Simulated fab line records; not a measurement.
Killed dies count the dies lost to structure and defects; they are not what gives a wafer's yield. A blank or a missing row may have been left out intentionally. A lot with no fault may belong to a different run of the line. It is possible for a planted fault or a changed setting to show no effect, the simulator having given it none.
Matching of chambers -- flow nandHarc -- NHARC_A_CONTACT_ETCH_75 on rieDiel-07 has 4 sister chambers
The step etches the open film in CF4, target depth 39 nm, time 65 s. 4 wafers are shown with their chamber, then 12 later ones without.

WAFERS WITH THEIR CHAMBER
wafer,chamber,drypumpMotorCurrentA (A)
L086.2,2,5.83
L092.1,1,5.86
L092.2,3,5.57
L092.4,0,5.82

WAFERS MISSING THEIR CHAMBER
wafer,drypumpMotorCurrentA (A)
L093.1,5.84
L093.2,5.88
L093.3,5.82
L097.1,5.85
L097.2,5.55
L097.3,5.87
L096.1,5.81
L096.4,5.83
L096.5,5.83
L095.2,5.88
L095.4,5.84
L095.5,5.83

WHICH CHAMBER EACH WENT THROUGH
wafer,from the rows above,in truth
L093.1,can't be placed: 2 or 0 or 1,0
L093.2,1,1
L093.3,can't be placed: 0 or 2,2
L097.1,can't be placed: 1 or 2 or 0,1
L097.2,3,3
L097.3,1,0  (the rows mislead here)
L096.1,can't be placed: 0 or 2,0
L096.4,can't be placed: 2 or 0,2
L096.5,can't be placed: 2 or 0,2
L095.2,1,1
L095.4,can't be placed: 2 or 0 or 1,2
L095.5,can't be placed: 2 or 0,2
3 of 12 placed correctly. Not placeable from these rows: 8 (in 8, the candidates include the true chamber). Placed wrongly: 1.
How it was worked out, from the rows above alone: a wafer's distance from a chamber is the root of the sum, over the readings, of the square of ((its reading less the chamber's mean) divided by the reading's scatter). The wafer belongs to the nearest chamber; if the next one is less than 2 further off, it can't be placed. Each chamber's mean is taken over the wafers shown for it. The scatter: with one shown wafer a chamber, the root of the mean of the squares of how far each hidden wafer lies from its nearest shown one.
